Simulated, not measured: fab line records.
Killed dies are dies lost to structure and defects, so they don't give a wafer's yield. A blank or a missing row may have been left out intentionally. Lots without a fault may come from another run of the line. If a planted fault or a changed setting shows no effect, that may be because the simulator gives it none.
Chamber matching	flow nand_harc	4 sister chambers for NHARC_A_CONTACT_DESCUM_13 on rie_diel-02
The step chemistry O2, time 3 s. 14 wafers are shown with their chamber, then 7 later ones without.

== WAFERS PAIRED WITH THEIR CHAMBERS ==
wafer	chamber	drypump_motor_current_A (A)	showerhead_plenum_p_Torr (Torr)	oes_product_au (a.u.)
L074.1	1	6.4	1.95	1.002
L074.3	3	5.2	1.87	0.997
L074.4	2	6.4	1.88	0.989
L082.4	3	5.2	1.86	1.002
L082.5	2	6.3	1.87	1.020
L082.6	1	6.3	1.94	1.001
L084.3	0	5.1	1.91	1.016
L084.4	1	6.3	1.94	0.996
L084.6	2	6.3	1.87	1.014
L089.1	2	6.4	1.86	1.024
L089.2	3	5.2	1.85	1.016
L089.6	3	5.2	1.85	1.012
L094.3	0	5.1	1.90	1.011
L094.4	3	5.2	1.84	1.007

SIGNATURES (means of the wafers above)
reading	chamber 0	chamber 1	chamber 2	chamber 3	scatter within a chamber
drypump_motor_current_A	5.100	6.333	6.350	5.200	0.0408
showerhead_plenum_p_Torr	1.9050	1.9433	1.8700	1.8540	0.00915
oes_product_au	1.01350	0.99967	1.01175	1.00680	0.01
Rule: for a wafer and a chamber, the distance is found by dividing, reading by reading, the gap between the wafer's reading and the chamber's mean by the reading's scatter, squaring, summing and taking the root. The wafer belongs to the nearest chamber; if the next one is less than 2 further off, it can't be placed. The scatter: the root of (the sum of the squares of (reading less its chamber's mean) over the shown wafers, divided by (wafers less chambers)).

== WAFERS WHOSE CHAMBER IS MISSING ==
wafer	drypump_motor_current_A (A)	showerhead_plenum_p_Torr (Torr)	oes_product_au (a.u.)
L094.5	5.1	1.90	1.012
L095.2	5.1	1.90	1.014
L095.4	6.4	1.93	1.003
L095.6	5.1	1.90	1.010
L096.1	6.3	1.85	1.013
L096.3	5.1	1.89	1.016
L096.6	5.2	1.84	1.009

== EACH ONE'S CHAMBER ==
wafer	from the rows above	in truth
L094.5	0	0
L095.2	0	0
L095.4	1	1
L095.6	0	0
L096.1	2	2
L096.3	0	0
L096.6	3	3
Correct placement for 7 of the 7. Left unplaced by these rows: 0. Wrongly placed: 0.
